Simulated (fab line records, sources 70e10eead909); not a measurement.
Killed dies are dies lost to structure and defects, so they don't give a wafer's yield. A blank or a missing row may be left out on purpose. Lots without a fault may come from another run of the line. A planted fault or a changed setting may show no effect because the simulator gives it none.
Chamber matching | flow nand_harc | NHARC_A_CHANNEL_FILL_D1_ALD_25 on ald_hk-04: 4 sister chambers
The step deposits SiOx, target thk 60 nm, pulse time 10 s, ald cycles 600. 14 wafers are shown with their chamber, then 7 later ones without.

WAFERS WITH THEIR CHAMBER
wafer  | chamber | heater_power_w (W) | heater_power_outer_w (W) | precursor_pulse_height_rel
L075.2 | 3       | 550                | 319                      | 0.998
L075.3 | 2       | 415                | 231                      | 1.004
L075.4 | 0       | 410                | 228                      | 0.996
L078.1 | 3       | 546                | 310                      | 0.993
L078.3 | 2       | 405                | 237                      | 0.981
L078.5 | 2       | 410                | 233                      | 0.988
L081.4 | 1       | 545                | 307                      | 1.043
L081.3 | 3       | 550                | 318                      | 1.032
L081.6 | 0       | 415                | 236                      | 0.956
L087.4 | 2       | 404                | 235                      | 1.012
L087.6 | 0       | 408                | 236                      | 1.018
L087.5 | 1       | 554                | 317                      | 1.038
L092.3 | 1       | 555                | 324                      | 1.005
L092.4 | 3       | 555                | 316                      | 1.028

SIGNATURES (means of the wafers above)
reading                    | chamber 0 | chamber 1 | chamber 2 | chamber 3 | scatter within a chamber
heater_power_w             | 411.00    | 551.33    | 408.50    | 550.25    | 4.52
heater_power_outer_w       | 233.33    | 316.00    | 234.00    | 315.75    | 5.07
precursor_pulse_height_rel | 0.99000   | 1.02867   | 0.99625   | 1.01275   | 0.0216
Rule: a wafer's distance from a chamber is the root of the sum, over the readings, of the square of ((its reading less the chamber's mean) divided by the reading's scatter). The wafer belongs to the nearest chamber; if the next one is less than 2 further off, it can't be placed. The scatter: the root of (the sum of the squares of (reading less its chamber's mean) over the shown wafers, divided by (wafers less chambers)).

WAFERS WITHOUT THEIR CHAMBER
wafer  | heater_power_w (W) | heater_power_outer_w (W) | precursor_pulse_height_rel
L092.6 | 551                | 312                      | 1.020
L094.4 | 561                | 324                      | 1.052
L094.5 | 537                | 317                      | 0.981
L094.6 | 404                | 229                      | 0.994
L095.1 | 549                | 310                      | 1.003
L095.5 | 541                | 318                      | 0.995
L095.6 | 419                | 235                      | 1.053

WHICH CHAMBER EACH WENT THROUGH
wafer  | from the rows above     | in truth
L092.6 | can't be placed: 3 or 1 | 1
L094.4 | can't be placed: 1 or 3 | 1
L094.5 | can't be placed: 3 or 1 | 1
L094.6 | can't be placed: 2 or 0 | 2
L095.1 | can't be placed: 3 or 1 | 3
L095.5 | can't be placed: 3 or 1 | 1
L095.6 | can't be placed: 0 or 2 | 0
Placed correctly: 0 of 7. Can't be placed from these rows: 7 (the true chamber is among the candidates in 7). Placed wrongly: 0.
